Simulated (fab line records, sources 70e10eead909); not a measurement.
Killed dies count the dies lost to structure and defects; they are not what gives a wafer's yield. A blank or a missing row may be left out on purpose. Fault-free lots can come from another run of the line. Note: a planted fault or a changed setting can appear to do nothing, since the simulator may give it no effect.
fab line records -- flow nand-harc
record: lots: 7, wafers: 21, last-day: 34
route steps=1302 shown A_CONTACT@1090
lots that met no fault: taken from a fault-free run of the same line
start-h: the number of hours between the record's first day and the start of the first shown wafer of the lot -- wait-h: how many hours have passed since the lot's step before this one -- " the same as in the row above -- L1.1+2: several wafers, shown together as one row -- - no value, or no start given -- * or withheld: withheld -- < > ~ a bound
route shown NAME@n: NAME is a module with steps in the file, n the number in the route of the first one -- usual: the fault-free wafers' mean and standard deviation -- same: alike in all rows -- chamber/n: place in a boat -- sites: each site's reading -- _std_site: the standard deviation of these -- _edge_site: inner sites' mean taken away from outer sites' mean -- radius-mm: for every site, how far away it sits from the centre of the wafer -- mask NAME#n: copy n -- behind: the most recent tool/chamber to have shaped the wafer -- hold: cause of the lot's hold/its duration in hours/its outcome -- device: which transistor (n, p or np) failed to switch -- end of line: the same wafers' tests at the end of the route -- for a step that has no rows: nothing shown but its recipe -- killed: not the wafer's yield, but the dies lost to structure and defects at the first sort -- map: dies across one wafer; x = killed, . = not, _ = none there
set.NAME: setting as actually run; set.NAME@STEP: the setting as run at that earlier step -- model.NAME: the simulator's own value behind a step, which no gauge read
a table for each step, a row for each wafer; lots at some steps of the route
services: a tool's chamber out of use, with start hour (start-h, from the record's first day; less than 0 if before it), hours out, and reason
== steps ==
step: NHARC_A_CONTACT_ETCH_138
recipe: source-w: withheld, pressure-mtorr: 20, bias-v: 1200, time-s: 311, target-depth-a: 19140, ar-flow-sccm: withheld, c4f8-flow-sccm: withheld, o2-flow-sccm: withheld, chemistry: C4F8/O2/Ar
usual: oes-air-line-au: 1.001/0.02
lot.wafer,tool,chamber,start-h,wait-h,oes-air-line-au,rf-hours-counter-h
L763.4,har-cap-etch-01,0,550.31,0.2,0.976,-
L763.5,har-cap-etch-01,0,550.31,0.2,1.004,-
L763.6,har-cap-etch-01,1,550.31,0.2,1.029,-
L767.2,har-cap-etch-01,0,580.23,0.2,1.009,13
L767.5,har-cap-etch-01,0,580.23,0.2,0.990,-
L767.6,har-cap-etch-01,1,580.23,0.2,0.995,-
L773.1,har-cap-etch-01,1,643.83,0.2,1.020,24
L773.4,har-cap-etch-01,1,643.83,0.2,1.008,-
L773.3,har-cap-etch-01,0,643.83,0.2,0.960,-
L775.1,har-cap-etch-01,1,653.49,0.2,0.953,25
L775.3,har-cap-etch-01,1,653.49,0.2,0.986,-
L775.6,har-cap-etch-01,0,653.49,0.2,1.015,-
L774.1,har-cap-etch-03,1,657.05,0.2,1.027,70
L774.3,har-cap-etch-03,0,657.05,0.2,0.986,-
L774.6,har-cap-etch-03,0,657.05,0.2,0.980,-
L781.1,har-cap-etch-01,1,728.91,0.2,0.993,35
L781.3,har-cap-etch-01,1,728.91,0.2,0.995,-
L781.5,har-cap-etch-01,1,728.91,0.2,1.033,-
L783.1,har-cap-etch-03,1,742.25,0.2,1.023,85
L783.3,har-cap-etch-03,0,742.25,0.2,1.012,-
L783.5,har-cap-etch-03,1,742.25,0.2,1.012,-
step: NHARC_A_CONTACT_ETCH_139
recipe: source-w: withheld, pressure-mtorr: 20, bias-v: 400, time-s: 195, target-depth-a: 8400, ar-flow-sccm: withheld, c4f8-flow-sccm: 11.5, o2-flow-sccm: 7.2, chemistry: C4F8/O2/Ar
step: NHARC_A_CONTACT_ETCH_92
recipe: target-depth-a: 400, over-etch-frac: 0.5, time-s: 85.7, ion-energy-ev: 120, ch3f-flow-sccm: 50, o2-flow-sccm: 30, ar-flow-sccm: 200, rf-w: 500, bias-w: 100, chemistry: CH3F/O2
step: NHARC_A_CONTACT_ETCH_98
recipe: target-depth-a: 200, over-etch-frac: 0.5, time-s: 10, ion-energy-ev: 250, c4f6-flow-sccm: 25, o2-flow-sccm: 20, ar-flow-sccm: 500, rf-w: 600, bias-w: 500, chemistry: C4F6/O2
usual: c4f6-flow-sccm: 25.00/0.08, drypump-motor-current-A: 5.8/0.34, oes-product-au: 0.962/0.026, rf-vpp-V: 547/3.5, showerhead-plenum-p-Torr: 3.94/0.16, throttle-valve-pct: 26.903/0.0095
lot.wafer,tool,chamber,start-h,wait-h,c4f6-flow-sccm,drypump-motor-current-A,oes-product-au,rf-hours-counter-h,rf-vpp-V,showerhead-plenum-p-Torr,throttle-valve-pct
L763.4,rie-diel-01,0,-,-,25.13,5.4,0.944,63,546,3.82,26.903
L763.6,rie-diel-01,0,-,-,25.05,5.4,0.940,-,545,3.82,26.882
L763.5,rie-diel-01,1,-,-,25.02,5.4,0.958,-,547,3.90,26.894
L767.2,rie-diel-01,0,-,-,24.94,5.4,0.993,2,544,3.82,26.885
L767.5,rie-diel-01,1,-,-,24.94,5.5,0.981,-,547,3.89,26.913
L767.6,rie-diel-01,2,-,-,25.01,5.8,0.996,-,551,4.16,26.901
L773.4,rie-diel-08,1,-,-,24.81,6.1,0.944,15,544,3.77,26.909
L773.3,rie-diel-08,2,-,-,25.05,5.6,0.934,14,550,4.09,26.904
L773.1,rie-diel-08,3,-,-,24.97,5.9,0.942,14,551,4.08,26.897
L775.3,rie-diel-08,3,654.48,0.1,25.08,5.8,0.949,14,550,4.08,26.887
L775.1,rie-diel-08,0,654.48,0.1,24.96,6.0,0.952,15,550,4.02,26.911
L775.6,rie-diel-08,0,654.48,0.1,25.15,6.0,0.944,-,549,4.02,26.908
L774.3,rie-diel-01,1,-,-,25.15,5.5,0.934,29,545,3.88,26.911
L774.1,rie-diel-01,0,-,-,24.99,5.4,0.948,26,546,3.81,26.897
L774.6,rie-diel-01,1,-,-,25.09,5.5,0.927,-,547,3.88,26.908
L781.1,rie-diel-01,2,-,-,25.05,5.7,0.954,53,552,4.13,26.907
L781.3,rie-diel-01,1,-,-,25.02,5.5,0.954,58,545,3.86,26.910
L781.5,rie-diel-01,3,-,-,24.98,5.9,0.950,-,543,3.67,26.909
L783.3,rie-diel-08,1,-,-,24.81,6.1,0.953,4,543,3.76,26.905
L783.1,rie-diel-08,0,-,-,25.03,6.0,0.949,4,549,4.01,26.922
L783.5,rie-diel-08,1,-,-,24.86,6.1,0.950,-,545,3.76,26.915
step: NHARC_A_CONTACT_CD_MEAS_15
usual: cd-nm: 189.8/0.53
lot.wafer,tool,chamber,start-h,wait-h,cd-nm
L763.4,cd-sem-02,-,551.28,-,189.0
L763.5,cd-sem-02,-,551.28,-,188.5
L763.6,cd-sem-02,-,551.28,-,188.7
L767.2,cd-sem-02,-,581.28,-,189.9
L767.5,cd-sem-02,-,581.28,-,189.8
L767.6,cd-sem-02,-,581.28,-,189.8
L773.1,cd-sem-02,-,644.88,-,190.2
L773.3,cd-sem-02,-,644.88,-,190.2
L773.4,cd-sem-02,-,644.88,-,190.0
L775.1,cd-sem-02,-,654.56,-,190.0
L775.3,cd-sem-02,-,654.56,-,189.7
L775.6,cd-sem-02,-,654.56,-,190.5
L774.1,cd-sem-02,-,658.08,-,189.1
L774.3,cd-sem-02,-,658.08,-,189.3
L774.6,cd-sem-02,-,658.08,-,189.1
L781.1,cd-sem-03,-,729.93,-,190.2
L781.3,cd-sem-03,-,729.93,-,190.1
L781.5,cd-sem-03,-,729.93,-,190.2
L783.1,cd-sem-03,-,743.98,-,189.9
L783.3,cd-sem-03,-,743.98,-,189.5
L783.5,cd-sem-03,-,743.98,-,189.7
step: NHARC_A_CONTACT_STRIP_107
recipe: n2-flow-sccm: 150, h2-flow-sccm: 150, ar-flow-sccm: 0, bias-w: 0, chemistry: N2/H2
step: NHARC_A_CONTACT_STRIP_108
recipe: cf4-flow-sccm: 100, chf3-flow-sccm: 30, ar-flow-sccm: 0, bias-w: 0, chemistry: CF4/CHF3
step: NHARC_A_CONTACT_STRIP_109
recipe: o2-flow-sccm: 400, cos-flow-sccm: 20, ar-flow-sccm: 0, bias-w: 0, chemistry: O2/COS
step: NHARC_A_CONTACT_ETCH_110
recipe: target-depth-a: 600, overetch-a: 60, time-s: 33, ion-energy-ev: 100, cf4-flow-sccm: 80, o2-flow-sccm: 20, ar-flow-sccm: 0, rf-w: 300, bias-w: 100, chemistry: CF4/O2
usual: drypump-motor-current-A: 5.8/0.34, oes-product-au: 0.999/0.0069, rf-vpp-V: 197.9/1.5, showerhead-plenum-p-Torr: 1.35/0.057, throttle-valve-pct: 13.397/0.0094
lot.wafer,tool,chamber,start-h,wait-h,drypump-motor-current-A,oes-product-au,rf-hours-counter-h,rf-vpp-V,showerhead-plenum-p-Torr,throttle-valve-pct
L763.4,rie-diel-01,1,551.59,0.1,5.5,1.009,55,198.7,1.32,13.414
L763.6,rie-diel-01,2,551.59,0.1,5.7,1.000,-,200.0,1.42,13.396
L763.5,rie-diel-01,3,551.59,0.1,5.9,0.998,-,196.0,1.25,13.407
L767.2,rie-diel-08,0,581.57,0.1,6.0,0.990,4,197.6,1.37,13.390
L767.5,rie-diel-08,0,581.57,0.1,6.0,0.998,-,197.5,1.37,13.395
L767.6,rie-diel-08,1,581.57,0.1,6.1,1.005,-,197.7,1.28,13.393
L773.3,rie-diel-01,2,645.17,0.1,5.8,0.998,25,200.4,1.42,13.393
L773.4,rie-diel-01,3,645.17,0.1,5.8,1.004,20,194.6,1.25,13.400
L773.1,rie-diel-01,1,645.17,0.1,5.4,0.997,26,196.6,1.32,13.402
L775.1,rie-diel-08,3,654.89,0.1,5.8,1.009,14,199.1,1.39,13.399
L775.3,rie-diel-08,1,654.89,0.1,6.1,0.994,15,196.2,1.28,13.386
L775.6,rie-diel-08,1,654.89,0.1,6.1,1.004,-,195.6,1.28,13.390
L774.3,rie-diel-08,1,658.38,0.1,6.1,0.998,16,197.1,1.28,13.399
L774.1,rie-diel-08,3,658.38,0.1,5.8,1.006,16,200.5,1.39,13.396
L774.6,rie-diel-08,1,658.38,0.1,6.1,1.006,-,197.7,1.28,13.399
L781.3,rie-diel-09,2,730.22,0.0,6.1,0.998,12,198.3,1.42,13.399
L781.1,rie-diel-09,0,730.22,0.0,6.0,1.010,7,198.7,1.44,13.420
L781.5,rie-diel-09,2,730.22,0.0,6.2,1.001,-,198.9,1.42,13.398
L783.1,rie-diel-08,3,744.27,0.0,5.8,1.006,3,199.6,1.39,13.397
L783.3,rie-diel-08,2,744.27,0.0,5.6,0.998,4,198.9,1.39,13.395
L783.5,rie-diel-08,3,744.27,0.0,5.8,1.002,-,198.4,1.39,13.389
step: NHARC_A_CONTACT_STRIP_26
recipe: o2-flow-sccm: 500, ar-flow-sccm: 0, bias-w: 0, chemistry: O2
usual: drypump-motor-current-A: 5.8/0.36, oes-product-au: 0.999/0.0075, rf-vpp-V: 57.9/0.9, showerhead-plenum-p-Torr: 3.55/0.15, throttle-valve-pct: 17.036/0.0099
lot.wafer,tool,chamber,start-h,wait-h,drypump-motor-current-A,oes-product-au,rf-hours-counter-h,rf-vpp-V,showerhead-plenum-p-Torr,throttle-valve-pct
L763.4,rie-diel-01,0,-,-,5.4,1.003,63,58.7,3.44,17.038
L763.5,rie-diel-01,2,-,-,5.8,1.016,-,58.8,3.75,17.032
L763.6,rie-diel-01,3,-,-,5.9,1.002,-,57.5,3.32,17.052
L767.2,rie-diel-08,1,-,-,6.1,1.002,4,57.0,3.39,17.040
L767.6,rie-diel-08,0,-,-,6.0,0.997,-,59.3,3.63,17.029
L767.5,rie-diel-08,1,-,-,6.1,1.008,-,57.3,3.39,17.026
L773.3,rie-diel-01,3,-,-,5.9,0.995,20,57.5,3.31,17.037
L773.1,rie-diel-01,0,-,-,5.4,0.999,22,56.8,3.42,17.031
L773.4,rie-diel-01,2,-,-,5.8,0.990,25,57.5,3.73,17.028
L775.1,rie-diel-08,0,-,-,6.0,0.998,15,58.0,3.62,17.018
L775.3,rie-diel-08,1,-,-,6.1,0.995,15,57.3,3.39,17.031
L775.6,rie-diel-08,0,-,-,6.0,0.994,-,57.1,3.62,17.029
L774.3,rie-diel-08,2,-,-,5.7,0.984,15,58.0,3.68,17.017
L774.1,rie-diel-08,3,-,-,5.8,1.004,16,59.6,3.67,17.024
L774.6,rie-diel-08,2,-,-,5.6,0.984,-,59.1,3.68,17.025
L781.3,rie-diel-09,2,-,-,6.2,0.990,12,57.8,3.74,17.029
L781.1,rie-diel-09,3,-,-,6.5,0.983,13,57.9,3.49,17.028
L781.5,rie-diel-09,2,-,-,6.2,0.993,-,59.3,3.74,17.024
L783.3,rie-diel-08,0,-,-,6.0,1.003,4,57.9,3.61,17.042
L783.1,rie-diel-08,1,-,-,6.1,0.994,4,55.9,3.38,17.031
L783.5,rie-diel-08,0,-,-,6.0,1.001,-,58.1,3.61,17.043
step: NHARC_A_CONTACT_STRIP_27
recipe: time-s: 600, temp-c: 30, chemistry: post-etch-residue-remover
step: NHARC_A_CONTACT_ALD_18
recipe: target-thk-a: 30, pulse-time-s: 1, ald-cycles: 150, temp-c: 450, material: TiN
usual: heater-power-w: 1149/77, precursor-pulse-height-rel: 0.996/0.02
same: ald-cycles: 150
lot.wafer,tool,chamber,start-h,wait-h,heater-power-w,precursor-pulse-height-rel
L763.4,ald-metal-04,3,552.27,-,1188,0.946
L763.5,ald-metal-04,1,552.27,-,1062,1.027
L763.6,ald-metal-04,2,552.27,-,1081,1.002
L767.2,ald-metal-03,3,582.21,-,1133,0.971
L767.5,ald-metal-03,3,582.21,-,1171,1.007
L767.6,ald-metal-03,0,582.21,-,1146,0.996
L773.3,ald-metal-03,3,645.82,-,1178,0.965
L773.1,ald-metal-03,0,645.82,-,1129,1.023
L773.4,ald-metal-03,3,645.82,-,1188,0.968
L775.1,ald-metal-03,1,655.60,-,1275,0.968
L775.3,ald-metal-03,0,655.60,-,1144,0.994
L775.6,ald-metal-03,1,655.60,-,1251,0.976
L774.3,ald-metal-03,0,659.03,-,1157,0.994
L774.1,ald-metal-03,1,659.03,-,1284,0.998
L774.6,ald-metal-03,0,659.03,-,1151,1.017
L781.3,ald-metal-04,3,730.87,-,1249,1.021
L781.1,ald-metal-04,1,730.87,-,1077,1.012
L781.5,ald-metal-04,0,730.87,-,1055,1.002
L783.3,ald-metal-04,0,744.92,-,1041,0.977
L783.1,ald-metal-04,1,744.92,-,1080,0.996
L783.5,ald-metal-04,1,744.92,-,1104,1.005
step: NHARC_A_CONTACT_CVD_19
recipe: target-thk-a: 3000, temp-c: 300, pressure-torr: 40, wf6-flow-sccm: 40, h2-flow-sccm: 1600, ar-flow-sccm: 1560, time-s: 802, material: W
usual: chamber-pressure-Torr: 40.00/0.08, heater-power-outer-w: 245/13, heater-power-w: 447/36, throttle-valve-pct: 8.1/0.32
lot.wafer,tool,chamber,start-h,wait-h,chamber-pressure-Torr,heater-power-outer-w,heater-power-w,throttle-valve-pct
L763.4,cvd-w-02,1,552.80,-,40.07,238,440,8.4
L763.5,cvd-w-02,0,552.80,-,39.93,251,460,7.8
L763.6,cvd-w-02,1,552.80,-,39.98,247,441,8.5
L767.2,cvd-w-01,0,582.66,-,39.90,253,492,7.9
L767.6,cvd-w-01,1,582.66,-,40.04,228,402,7.5
L767.5,cvd-w-01,0,582.66,-,40.05,261,486,7.9
L773.1,cvd-w-02,0,646.06,-,-,-,-,-
L773.4,cvd-w-02,0,646.06,-,-,-,-,-
L773.3,cvd-w-02,1,646.06,-,-,-,-,-
L775.1,cvd-w-02,1,655.84,-,-,-,-,-
L775.3,cvd-w-02,0,655.84,-,-,-,-,-
L775.6,cvd-w-02,0,655.84,-,-,-,-,-
L774.1,cvd-w-02,1,659.27,-,-,-,-,-
L774.3,cvd-w-02,1,659.27,-,-,-,-,-
L774.6,cvd-w-02,0,659.27,-,-,-,-,-
L781.1,cvd-w-01,0,731.07,-,40.09,251,490,8.2
L781.3,cvd-w-01,0,731.07,-,39.95,256,498,8.2
L781.5,cvd-w-01,0,731.07,-,40.13,258,494,8.3
L783.1,cvd-w-02,1,745.12,-,39.98,226,420,8.3
L783.3,cvd-w-02,1,745.12,-,39.87,238,429,8.5
L783.5,cvd-w-02,1,745.12,-,39.89,228,433,9.0
step: NHARC_A_CONTACT_CMP_20
recipe: t-overpolish-s: 30, target-thk-nm: 300
usual: motor-current-A: 12.7/0.91, overpolish-run-s: 30.000/0.0085, pad-life-wafers: 145/97, time-to-endpoint-s: 59.4/2.6
lot.wafer,tool,chamber,start-h,wait-h,motor-current-A,overpolish-run-s,pad-life-wafers,time-to-endpoint-s
L763.4,cmp-04,0,553.38,0.5,13.7,30.007,135,58.7
L763.6,cmp-04,1,553.38,0.5,12.6,30.002,-,57.2
L763.5,cmp-04,2,553.38,0.5,14.4,30.002,-,60.7
L767.2,cmp-04,2,583.44,0.7,13.9,30.005,265,56.4
L767.6,cmp-04,1,583.44,0.7,12.6,30.007,-,53.8
L767.5,cmp-04,2,583.44,0.7,13.9,30.011,-,59.1
L773.3,cmp-02,2,646.96,0.4,12.8,29.997,54,1.3
L773.4,cmp-02,3,646.96,0.4,12.2,30.007,55,0.1
L773.1,cmp-02,0,646.96,0.4,11.1,29.987,56,1.7
L775.3,cmp-04,0,656.78,0.4,13.7,30.003,128,0.0
L775.1,cmp-04,1,656.78,0.4,13.1,30.003,129,0.0
L775.6,cmp-04,3,656.78,0.4,13.2,30.006,-,0.0
L774.3,cmp-04,1,660.14,0.5,13.5,29.991,138,0.0
L774.1,cmp-04,0,660.14,0.5,13.0,30.012,141,0.0
L774.6,cmp-04,1,660.14,0.5,13.0,29.991,-,0.1
L781.1,cmp-03,3,731.95,0.8,12.8,29.996,318,61.6
L781.3,cmp-03,1,731.95,0.8,11.0,29.996,320,63.2
L781.5,cmp-03,3,731.95,0.8,12.2,29.996,-,61.8
L783.1,cmp-02,1,746.02,0.8,12.7,29.998,67,55.2
L783.3,cmp-02,3,746.02,0.8,11.8,30.014,69,52.7
L783.5,cmp-02,1,746.02,0.8,12.7,29.999,-,55.7
== services ==
tool,chamber,start-h,hours,kind
ald-metal-03,0,535.04,28.7,repair
rie-diel-08,-,546.12,9.0,pm
cvd-w-02,0,547.44,1.5,repair
ald-metal-04,-,550.84,0.5,repair
rie-diel-01,-,561.14,9.0,pm
ald-metal-03,-,568.00,10.0,pm
cvd-w-02,1,577.95,7.3,repair
ald-metal-03,1,579.63,3.7,repair
ald-metal-04,3,601.98,10.6,repair
cmp-04,-,616.18,4.0,pm
rie-diel-01,3,618.65,3.9,repair
cvd-w-02,-,631.39,13.0,pm
rie-diel-08,2,650.03,5.1,repair
ald-metal-04,-,652.00,10.0,pm
rie-diel-01,-,682.16,0.1,repair
rie-diel-08,0,693.17,7.0,repair
cmp-04,-,694.11,3.6,repair
cvd-w-02,0,706.60,4.0,repair
cmp-04,-,714.18,4.0,pm
ald-metal-03,1,719.24,3.5,repair
cmp-04,-,720.23,0.6,repair
rie-diel-08,-,723.12,9.0,pm
rie-diel-01,-,738.14,9.0,pm
ald-metal-03,-,746.00,10.0,pm
== key ==
first-sign: step: NHARC_A_CONTACT_CVD_19, reading: tool-record, direction: missing
effect: step: NHARC_A_CONTACT_CMP_20, reading: time-to-endpoint-s, direction: down, sigmas: 23, usual: *, struck: *
met-at NHARC_A_CONTACT_CVD_19
struck-wafers L773.1,L773.3,L773.4,L774.1,L774.3,L774.6,L775.1,L775.3,L775.6
later-rows-left-out L773.1,L773.3,L773.4,L774.1,L774.3,L774.6,L775.1,L775.3,L775.6
sort-left-out L773.1,L773.3,L773.4,L774.1,L774.3,L774.6,L775.1,L775.3,L775.6
tester-left-out L773,L774,L775
onset-between 552.80 646.06
fault: kind: skipped-step-whole, tool: cvd-w-02, chamber: -, onset-h: 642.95, steps: NHARC_A_CONTACT_CVD_19, scope: struck-lots-only
tester-left-out: of these lots the tester's yield and bins aren't shown, on N5 and GAA mostly nor the transistor test; their killed dies are dies lost to structure and defects alone, not to doping, threshold or leakage, so they don't give the yield
sort-left-out: the simulated sort isn't trusted on such a fault, so these wafers' sort isn't shown, and their yield isn't known
later-rows-left-out: the simulator's readings of these wafers behind a module that went badly wrong aren't trusted and aren't shown, but for the sort
